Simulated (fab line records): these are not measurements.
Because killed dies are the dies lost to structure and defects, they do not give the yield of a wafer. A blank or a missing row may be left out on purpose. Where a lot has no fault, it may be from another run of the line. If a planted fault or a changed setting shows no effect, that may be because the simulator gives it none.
Lot-split experiment + flow n5_finfet + 39 wafers read across 7 lots, on a route 1938 steps long

## THE SPLIT ITSELF
At N5_FIN_SAQP_FIN_ETCH_36 (etches the open film in HBr/Cl2/O2, target depth 120 nm, time 50.4 s), the setting icp_w was moved away from the recipe's 800 W on 12 of the 39 wafers read, by -6.4% to +15.7%. The other wafers ran this setting at the recipe's value.

## FROM THE SPLIT TO THE READING: what the file shows between them, 3 steps
- N5_FIN_SAQP_PRECLEAN_38: cleans in O3/DIW, time 45 s
- N5_FIN_SAQP_PRECLEAN_45: cleans in dHF, time 10 s
- N5_FIN_SAQP_SRD_39: time 30 s

## THE READING
trench_depth_nm, in nm, at N5_FIN_SAQP_OCD_MEAS_76. Fault-free wafers of this fab line usually give 119.7 nm, standard deviation 1.5 nm.

| wafer  | tool, chamber at the split | icp_w as run, W | against the recipe | trench_depth_nm, nm | against lot-mates on the recipe |
|--------|----------------------------|-----------------|--------------------|---------------------|---------------------------------|
| L075.1 | rie_si-02, 3               | 800             | recipe             | 120.0               | -                               |
| L075.2 | rie_si-02, 1               | 912.5           | +14.1%             | 129.4               | +8.6                            |
| L075.3 | rie_si-02, 0               | 912.5           | +14.1%             | 128.3               | +7.5                            |
| L075.4 | rie_si-02, 2               | 912.5           | +14.1%             | 126.6               | +5.8                            |
| L075.5 | rie_si-02, 1               | 800             | recipe             | 123.0               | -                               |
| L075.6 | rie_si-02, 0               | 800             | recipe             | 119.3               | -                               |
| L079.1 | rie_si-03, 3               | 925.6           | +15.7%             | 128.6               | +9.9                            |
| L079.2 | rie_si-03, 1               | 800             | recipe             | 118.2               | -                               |
| L079.3 | rie_si-03, 0,2             | 925.6           | +15.7%             | 128.2               | +9.5                            |
| L079.4 | rie_si-03, 0,2             | 925.6           | +15.7%             | 128.1               | +9.4                            |
| L079.5 | rie_si-03, 1               | 800             | recipe             | 118.6               | -                               |
| L079.6 | rie_si-03, 2               | 800             | recipe             | 119.2               | -                               |
| L081.1 | rie_si-05, 1               | 800             | recipe             | 119.4               | -                               |
| L081.2 | rie_si-05, 3               | 800             | recipe             | 117.7               | -                               |
| L081.3 | rie_si-05, 0               | 800             | recipe             | 119.7               | -                               |
| L081.4 | rie_si-05, 2               | 800             | recipe             | 119.3               | -                               |
| L081.5 | rie_si-05, 3               | 800             | recipe             | 119.3               | -                               |
| L081.6 | rie_si-05, 0               | 800             | recipe             | 120.2               | -                               |
| L090.1 | rie_si-02, 3               | 800             | recipe             | 118.9               | -                               |
| L090.2 | rie_si-02, 2               | 880.6           | +10.1%             | 122.8               | +3.8                            |
| L090.3 | rie_si-02, 1               | 880.6           | +10.1%             | 126.4               | +7.4                            |
| L090.4 | rie_si-02, 0               | 880.6           | +10.1%             | 125.8               | +6.8                            |
| L090.5 | rie_si-02, 1               | 800             | recipe             | 121.4               | -                               |
| L090.6 | rie_si-02, 2               | 800             | recipe             | 116.6               | -                               |
| L094.1 | rie_si-02, 3               | 800             | recipe             | 117.6               | -                               |
| L094.2 | rie_si-02, 0               | 800             | recipe             | 121.3               | -                               |
| L094.3 | rie_si-02, 1               | 800             | recipe             | 121.9               | -                               |
| L094.4 | rie_si-02, 2               | 800             | recipe             | 118.8               | -                               |
| L094.5 | rie_si-02, 2               | 800             | recipe             | 118.9               | -                               |
| L094.6 | rie_si-02, 1               | 800             | recipe             | 122.2               | -                               |
| L096.2 | rie_si-03, 0               | 800             | recipe             | 119.6               | -                               |
| L096.4 | rie_si-03, 3               | 800             | recipe             | 120.3               | -                               |
| L096.5 | rie_si-03, 3               | 800             | recipe             | 120.1               | -                               |
| L097.1 | rie_si-02, 2               | 748.9           | -6.4%              | 114.0               | -6.2                            |
| L097.2 | rie_si-02, 0               | 800             | recipe             | 120.2               | -                               |
| L097.3 | rie_si-02, 3               | 800             | recipe             | 119.4               | -                               |
| L097.4 | rie_si-02, 1               | 800             | recipe             | 120.9               | -                               |
| L097.5 | rie_si-02, 2               | 748.9           | -6.4%              | 114.1               | -6.1                            |
| L097.6 | rie_si-02, 3               | 748.9           | -6.4%              | 114.6               | -5.6                            |
When a row names more than one chamber, that row covers several wafers, and the file does not tell which wafer ran in which chamber.

THE FIT
A straight line over all 39 wafers: trench_depth_nm changes by +0.596 nm for each +1% of icp_w; r = +0.94; the points scatter about the line by 1.4 nm.
The same after taking each lot's own level away (the mean of its wafers on the recipe; 39 wafers): +0.618 nm for each +1%; r = +0.94; scatter 1.4 nm.
On that fit, the largest move of icp_w shifts the reading by 9.7 nm.
Across the lots, their own levels run from 118.67 to 120.77 nm, a range of 1.4 times the standard deviation given above.
The two slopes agree, so the slope changes little with the lot-to-lot level.
Check: for one of the wafers moved furthest among these (+15.7%), held out of the fit, the line's prediction against its lot-mates is +9.34 nm. It came out at +9.93 nm against them.

## THE WHOLE CHAIN: every reading that the file lists as answering this split, in the file's order
| step                    | what it does                                                         | reading                                                                    | change (the file's fit)               | r (the file's) |
|-------------------------|----------------------------------------------------------------------|----------------------------------------------------------------------------|---------------------------------------|----------------|
| N5_FIN_SAQP_FIN_ETCH_36 | etches the open film in HBr/Cl2/O2, target depth 120 nm, time 50.4 s | FIN_SAQP.feature_depth_nm (the simulator's own value, which no gauge read) | +0.606 nm for each +1% of the setting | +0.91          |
| N5_FIN_SAQP_FIN_ETCH_36 | etches the open film in HBr/Cl2/O2, target depth 120 nm, time 50.4 s | etch.depth_nm (the simulator's own value, which no gauge read)             | +0.605 nm for each +1% of the setting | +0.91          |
| N5_FIN_SAQP_OCD_MEAS_76 |                                                                      | trench_depth_nm                                                            | +0.602 nm for each +1% of the setting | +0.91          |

## THE FILE'S OWN FIT
trench_depth_nm changes by +0.602 nm for each +1% of icp_w, r = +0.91.
